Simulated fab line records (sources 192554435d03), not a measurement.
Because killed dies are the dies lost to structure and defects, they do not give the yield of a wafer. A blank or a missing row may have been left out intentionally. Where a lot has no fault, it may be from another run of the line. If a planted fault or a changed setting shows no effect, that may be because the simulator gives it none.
Which tool did it?	flow n5_finfet	Sampling: 12 lots, 36 wafers, 3 of 1938 route steps

WHAT THE GAUGES READ, wafer by wafer
N5_BEOL_M5_THK_MEAS_01.
lot	measured	on	M5_ILD_THK (nm)
L074	day 8 22:31	film_metro-02	118.1 118.7 119.3
L077	day 9 18:31	film_metro-01	119.5 122.6 120.4
L079	day 10 03:43	film_metro-01	120.3 120.5 119.2
L083	day 10 10:29	film_metro-01	119.1 122.4 121.8
L084	day 11 13:10	film_metro-01	117.5 120.3 122.7
L088	day 11 19:56	film_metro-02	120.7 123.7 121.8
L086	day 12 10:28	film_metro-01	121.2 122.9 122.3
L089	day 12 23:14	film_metro-01	120.5 123.9 120.3
L092	day 13 03:51	film_metro-02	122.5 122.8 119.5
L093	day 13 07:47	film_metro-02	120.2 120.0 120.6
L095	day 14 00:29	film_metro-01	118.4 124.0 122.0
L097	day 15 00:43	film_metro-01	119.1 119.2 122.1

TOOL THAT RAN EACH LOT (tool first, then ch and the chambers of the sampled wafers, then the start)
lot	N5_BEOL_M4_SPUTTER_81	N5_BEOL_M4_SPUTTER_96
L074	pvd_sputter-03, day 8 18:04	pvd_sputter-03, day 8 19:23
L077	pvd_sputter-01, day 9 14:14	pvd_sputter-01, day 9 15:33
L079	pvd_sputter-01, day 9 20:25	pvd_sputter-01, day 10 00:34
L083	pvd_sputter-03, day 10 06:16	pvd_sputter-03, day 10 07:35
L084	pvd_sputter-03, day 11 09:11	pvd_sputter-03, day 11 10:30
L088	pvd_sputter-01, day 11 15:58	pvd_sputter-01, day 11 17:17
L086	pvd_sputter-01, day 12 06:01	pvd_sputter-01, day 12 07:20
L089	pvd_sputter-01, day 12 19:05	pvd_sputter-01, day 12 20:25
L092	pvd_sputter-02, day 12 23:27	pvd_sputter-02, day 13 00:46
L093	pvd_sputter-02, day 13 03:10	pvd_sputter-02, day 13 04:29
L095	pvd_sputter-02, day 13 20:31	pvd_sputter-02, day 13 21:50
L097	pvd_sputter-03, day 14 20:46	pvd_sputter-03, day 14 22:05
- N5_BEOL_M4_SPUTTER_81: material Cu, target thk 4.5 nm, time 8.29 s.
- N5_BEOL_M4_SPUTTER_96: material Cu, target thk 4.5 nm, time 8.29 s.

THE ANSWER, worked out from the rows above alone
Rule: what is usual is taken from the lots themselves. Put in order of their means at a reading, lots are off if they are a third of the lots or fewer, leave a main group of 4 or more, and stand apart from it by a gap of 3 or more times the standard deviation of the main group's means; of several such gaps the widest counts. A main group whose means are all the same, to the digits that the tables above print for the reading, isn't used. Also off: a lot with no number at a reading for which 4 or more lots have one. All remaining lots with rows at the step are treated as sound.
No lot is off on any of the readings shown, so nothing can be concluded from this.

WHAT THE SIMULATOR PUT IN
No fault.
